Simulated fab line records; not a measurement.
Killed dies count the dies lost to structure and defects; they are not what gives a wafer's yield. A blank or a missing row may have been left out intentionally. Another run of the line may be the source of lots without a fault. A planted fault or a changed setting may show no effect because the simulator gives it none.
A lot that was struck, set against a sound lot :: flow n5-finfet :: 37 out of 1938 route steps
Sound: these wafers, L751.3, L751.4. The struck wafers were L749.2, L749.3, L749.4. Last of all comes the cause.
Order at every step that has rows: each side's tool, ch and its chambers, its first start. Under that, the readings that differ: sound wafers :: struck wafers :: difference of the means :: sigmas: that difference in standard deviations of wafers without a fault.
alike: readings whose means differ by less than 2 such deviations, and words and numbers that are the same on both sides. not compared: withheld readings, readings that some wafer has no value for, bounds like >300 that may hide the same value, and numbers for which the record gives no deviation and whose values overlap.
The two part at a step that has a row with sigmas, a row that says differs or no value, or rows on one side only. Numbers that don't overlap but have no deviation are shown without sigmas and don't part them. Lack of a reading on every wafer of one side parts them only where that side has two or more wafers.

first, 9 steps without rows for these wafers: N5_WELL_APT_COAT_02 (resist thk 950 nm); N5_WELL_APT_EBR_04; N5_WELL_APT_SOFTBAKE_03 (time 60 s); N5_WELL_APT_EXPOSE_05 (exposes mask NWELL, defocus 0 nm, target cd 200 nm); N5_WELL_APT_PEB_06 (peb time 90 s); N5_WELL_APT_DEVELOP_07 (develop time 45 s); N5_WELL_APT_HARDBAKE_12 (time 120 s); N5_WELL_APT_DESCUM_13 (chemistry O2, time 7.9 s); N5_WELL_APT_IMPLANT_14.
N5_WELL_APT_IMPLANT_15:
  sound on implanter-02 ch 0, day 5 14:30; struck on implanter-02, day 5 02:12
  no value came back on the struck wafers for beam-energy-keV, beam-on-s (s), tilt-deg (degrees); on the sound wafers beam-energy-keV reads 25.002 24.990
then, 25 steps without rows for these wafers: N5_WELL_APT_STRIP_16 (strips in SPM, time 900 s); N5_WELL_APT_HMDS_18 (time 60 s); N5_WELL_APT_COAT_19 (resist thk 950 nm); N5_WELL_APT_EBR_21; N5_WELL_APT_SOFTBAKE_20 (time 60 s); N5_WELL_APT_EXPOSE_22 (exposes mask PWELL, defocus 0 nm, target cd 200 nm); N5_WELL_APT_PEB_23 (peb time 90 s); N5_WELL_APT_DEVELOP_24 (develop time 45 s); N5_WELL_APT_HARDBAKE_29 (time 120 s); N5_WELL_APT_DESCUM_30 (chemistry O2, time 7.9 s); N5_WELL_APT_IMPLANT_31; N5_WELL_APT_IMPLANT_32; N5_WELL_APT_STRIP_33 (strips in SPM, time 900 s); N5_WELL_APT_RTA_34 (time 10 s); N5_WELL_APT_OXIDE_STRIP_42 (strips SiO2 in dHF, time 45 s, target depth 12 nm); N5_WELL_APT_PRECLEAN_36 (cleans in O3/DIW, time 45 s); N5_WELL_APT_PRECLEAN_39 (cleans in dHF, time 60 s); N5_WELL_APT_SRD_37 (time 30 s); N5_WELL_APT_EPI_41 (deposits Si from SiH4/H2, target thk 50 nm, time 297.7 s); N5_PMOS_HMC_CHANNEL_EPI_HM_DEP_34 (deposits SiO2 from TEOS/O2, target thk 36 nm, time 6.9 s); N5_PMOS_HMC_CHANNEL_EPI_COAT_31 (time 60 s, resist thk 66 nm); N5_PMOS_HMC_CHANNEL_EPI_COAT_03 (resist thk 205 nm); N5_PMOS_HMC_CHANNEL_EPI_EBR_05; N5_PMOS_HMC_CHANNEL_EPI_SOFTBAKE_04 (time 60 s); N5_PMOS_HMC_CHANNEL_EPI_EXPOSE_06 (exposes mask PMOS HMC BLK, target cd 240 nm).
-- the record jumps here: 10 days lie between the struck wafers' starts before and after (it left off in module PMOS_HMC_CHANNEL_EPI and takes up again in module BEOL_M4, whose first step shown is number 1111 of the route) --
N5_BEOL_M4_RC_MEAS_101:
  sound on prober-02 ch 0, day 15 22:24; struck on prober-01 ch 0, day 15 13:53
reading: CJ_P
sound: 5.61 5.77
struck: 1.01 1.00 1.02
difference: -4.68
sigmas: -17

reading: DIBL_P (mV/V)
sound: 41.9 39.5
struck: 55.1 43.0 53.0
difference: +9.7
sigmas: +4

reading: IOFF_P (nA/um)
sound: 0.27 0.22
struck: 1.42 0.53 1.41
difference: +0.87
sigmas: +21

reading: IOFF_P_85C (nA/um)
sound: 4.5 3.7
struck: 17.9 7.8 17.9
difference: +10.4
sigmas: +17

reading: IOFF_P_LIN (nA/um)
sound: 0.114 0.099
struck: 0.238 0.154 0.225
difference: +0.099
sigmas: +7

reading: ION_P (uA/um)
sound: 461 462
struck: 484 479 486
difference: +22
sigmas: +3

reading: SS_P (mV/dec)
sound: 74.6 73.5
struck: 85.5 78.5 86.8
difference: +9.5
sigmas: +13

reading: VT_P (mV)
sound: -249 -251
struck: -239 -243 -243
difference: +8
sigmas: +3
  alike: DIBL_N, IOFF_N, ION_N, SS_N, VT_N
-- the record jumps here: 5 days lie between the struck wafers' starts before and after (it left off in module BEOL_M4 and takes up again in module PASSIVATION, whose first step shown is number 1936 of the route) --
N5_PASSIVATION_PROBE_49:
  rows exist in the record for the struck wafers here (prober-02, day 20 06:11), but not for the sound ones

WHERE THEY PART
First at N5_WELL_APT_IMPLANT_15; last, within this record, at N5_PASSIVATION_PROBE_49.

WHY: the cause the simulator had injected
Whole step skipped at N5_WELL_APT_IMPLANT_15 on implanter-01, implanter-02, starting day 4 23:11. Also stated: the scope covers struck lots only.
